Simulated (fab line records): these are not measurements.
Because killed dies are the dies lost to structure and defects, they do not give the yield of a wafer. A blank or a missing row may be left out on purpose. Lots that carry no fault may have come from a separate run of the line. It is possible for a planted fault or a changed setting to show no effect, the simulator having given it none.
Chamber matching	flow n5_finfet	N5_BEOL_M15_ETCH_61 on rie_diel-02 has 4 sister chambers
The step etches BARC in N2/H2, target depth 89 nm, overetch 26.7 nm, time 67.9 s. 14 wafers are shown with their chamber, then 7 later ones without.

## WAFERS, EACH WITH ITS CHAMBER
wafer	chamber	showerhead_plenum_p_Torr (Torr)	throttle_valve_pct (%)	drypump_motor_current_A (A)
L074.1	3	2.60	17.81	5.5
L074.3	2	2.45	17.64	5.9
L074.5	3	2.60	17.79	5.5
L078.1	2	2.45	17.65	6.0
L078.5	2	2.45	17.65	5.9
L078.6	1	2.47	17.61	6.4
L083.3	2	2.44	17.66	5.9
L083.4	0	2.70	17.26	5.7
L083.6	2	2.44	17.66	5.9
L088.1	3	2.59	17.84	5.6
L088.2	0	2.70	17.29	5.6
L088.4	2	2.44	17.68	5.9
L089.1	0	2.70	17.28	5.7
L089.3	1	2.46	17.63	6.4

SIGNATURES (means of the wafers above)
reading	chamber 0	chamber 1	chamber 2	chamber 3	scatter within a chamber
showerhead_plenum_p_Torr	2.7000	2.4650	2.4450	2.5967	0.00516
throttle_valve_pct	17.2767	17.6200	17.6567	17.8133	0.0169
drypump_motor_current_A	5.667	6.400	5.917	5.533	0.0465
Rule: a wafer's distance from a chamber is the root of the sum, over the readings, of the square of ((its reading less the chamber's mean) divided by the reading's scatter). If the next closest chamber is less than 2 further off than the closest, the wafer can't be placed; otherwise it belongs to the closest. The scatter: the root of (the sum of the squares of (reading less its chamber's mean) over the shown wafers, divided by (wafers less chambers)).

## WAFERS MISSING THEIR CHAMBER
wafer	showerhead_plenum_p_Torr (Torr)	throttle_valve_pct (%)	drypump_motor_current_A (A)
L089.6	2.46	17.66	6.4
L093.1	2.70	17.29	5.6
L093.4	2.59	17.87	5.5
L093.5	2.46	17.65	6.4
L096.1	2.69	17.29	5.7
L096.5	2.43	17.71	6.0
L096.6	2.46	17.65	6.3

## WHICH CHAMBER EACH WENT THROUGH
wafer	from the rows above	in truth
L089.6	1	1
L093.1	0	0
L093.4	3	3
L093.5	1	1
L096.1	0	0
L096.5	2	2
L096.6	1	1
Correctly placed: 7 of 7. Not placeable from these rows: 0. Number placed wrongly: 0.
